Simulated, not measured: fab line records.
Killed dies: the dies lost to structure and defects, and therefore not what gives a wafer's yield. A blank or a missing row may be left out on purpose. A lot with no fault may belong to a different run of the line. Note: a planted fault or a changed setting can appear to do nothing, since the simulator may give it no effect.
Which tool was responsible? | flow n5 finfet | at 1 step of a route of 1938, 12 lots with 36 wafers sampled

== WHAT THE GAUGES SHOWED, per wafer ==
N5_BEOL_M15_OVL_MEAS_29.
lot  | measured     | on         | M15_OVL (nm)
L076 | day 12 22:26 | overlay-01 | -4 -1 0
L077 | day 13 02:47 | overlay-01 | -14 -14 -10
L078 | day 13 05:19 | overlay-01 | -7 1 -3
L081 | day 14 10:13 | overlay-01 | 5 8 8
L082 | day 14 14:31 | overlay-02 | -3 -5 -12
L086 | day 15 16:17 | overlay-01 | 3 -4 2
L088 | day 15 16:46 | overlay-02 | -11 -16 -10
L085 | day 16 05:10 | overlay-02 | -3 3 -6
L092 | day 16 08:16 | overlay-02 | -8 -12 -15
L094 | day 17 06:13 | overlay-01 | -4 2 3
L093 | day 17 10:00 | overlay-01 | -14 -6 -5
L097 | day 18 11:44 | overlay-02 | -3 3 0

== WHICH TOOL RAN EACH LOT (tool, then ch and the chambers of the sampled wafers, then the start) ==
No process step before these readings appears in the record.

== THE ANSWER, worked out from the rows above alone ==
Rule: the lots themselves supply what counts as usual. The widest of any qualifying gaps counts: lots, ordered by their means at a reading, are off when they make up no more than a third of the lots, leave a main group of 4 or more, and stand apart from it by 3 or more times the standard deviation of that group's means. If all means in a main group match to the digits the tables above print for the reading, that group is not used. A lot without any number at a reading at which 4 lots or more have one is off too. All remaining lots with rows at the step are treated as sound.
Nothing can be told from this: no lot is off at any reading shown.

== WHAT THE SIMULATOR HAD INSERTED ==
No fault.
